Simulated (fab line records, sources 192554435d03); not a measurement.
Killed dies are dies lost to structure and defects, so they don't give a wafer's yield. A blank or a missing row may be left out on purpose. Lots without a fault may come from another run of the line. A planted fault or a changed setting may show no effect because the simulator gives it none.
Split-lot experiment | flow n5_finfet | 7 lots, 21 wafers read, on a route of 1938 steps

THE SPLIT
At N5_MOL_CONTACT_COAG_VIA_ETCH_117 (etches SiO2 in C4F6/O2, target depth 40 nm, overetch 8 nm, time 26 s), the setting bias_w was moved away from the recipe's 455 W on 10 of the 21 wafers read, by -11.0% to +15.8%. The other wafers ran this setting at the recipe's value.

The reading is taken at the split's own step.

THE READING
rf_vpp_V, in V, at N5_MOL_CONTACT_COAG_VIA_ETCH_117 (etches SiO2 in C4F6/O2, target depth 40 nm, overetch 8 nm, time 26 s). Fault-free wafers of this fab line usually give 1594 V, standard deviation 27 V.

wafer  | tool, chamber at the split | bias_w as run, W | against the recipe | rf_vpp_V, V | against lot-mates on the recipe
L078.1 | rie_diel-04, 0             | 455              | recipe             | 1540        | -
L078.3 | rie_diel-04, 2             | 416.8            | -8.4%              | 1464        | -76
L078.4 | rie_diel-04, 1             | 416.8            | -8.4%              | 1499        | -41
L079.2 | rie_diel-05, 0             | 455              | recipe             | 1633        | -
L079.5 | rie_diel-05, 2             | 526.9            | +15.8%             | 1779        | +167
L079.6 | rie_diel-05, 1             | 455              | recipe             | 1591        | -
L081.3 | rie_diel-02, 1             | 405              | -11.0%             | 1447        | -183
L081.5 | rie_diel-02, 3             | 455              | recipe             | 1630        | -
L081.6 | rie_diel-02, 0             | 405              | -11.0%             | 1461        | -169
L083.3 | rie_diel-04, 1             | 525.4            | +15.5%             | 1778        | +202
L083.4 | rie_diel-04, 3             | 455              | recipe             | 1591        | -
L083.5 | rie_diel-04, 2             | 455              | recipe             | 1562        | -
L085.3 | rie_diel-02, 1             | 491.7            | +8.1%              | 1675        | +48
L085.4 | rie_diel-02, 2             | 491.7            | +8.1%              | 1723        | +96
L085.5 | rie_diel-02, 2             | 455              | recipe             | 1627        | -
L090.1 | rie_diel-04, 3             | 455              | recipe             | 1590        | -
L090.3 | rie_diel-04, 1             | 455              | recipe             | 1599        | -
L090.4 | rie_diel-04, 2             | 455              | recipe             | 1562        | -
L095.4 | rie_diel-05, 2             | 500.1            | +9.9%              | 1712        | +120
L095.5 | rie_diel-05, 3             | 455              | recipe             | 1592        | -
L095.6 | rie_diel-05, 2             | 500.1            | +9.9%              | 1711        | +119

THE FIT
A straight line over all 21 wafers: rf_vpp_V changes by +12.4 V for each +1% of bias_w; r = +0.97; the points scatter about the line by 24 V.
The same after taking each lot's own level away (the mean of its wafers on the recipe; 21 wafers): +11.9 V for each +1%; r = +0.96; scatter 26 V.
On that fit, the largest move of bias_w shifts the reading by 1.9e+02 V.
The lots' own levels span 1540.0 to 1630.0 V, that is 3.3 times the standard deviation above.
So the lot-to-lot level changes the slope little: the two slopes agree.
Check: with one of the wafers moved furthest among these (+15.8%) left out of the fit, the line predicts +190 V for it against its lot-mates. It came out at +167 V against them.
Tool readings at the split's step, against how far the setting was moved: rf_vpp_V r = +0.97.

OTHER SPLITS ON THESE WAFERS
These wafers also went through other splits before the reading. Each is held against what the fit with the lots' levels taken away leaves over:
other split on the same wafers        | wafers away from the commonest value | r with rf_vpp_V (lot level and that fit taken away)
N5_MOL_CONTACT_COAG_EXPOSE_05 dose_mj | 11                                   | -0.06

THE FILE'S OWN FIT
rf_vpp_V changes by +11.8 V for each +1% of bias_w, r = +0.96.
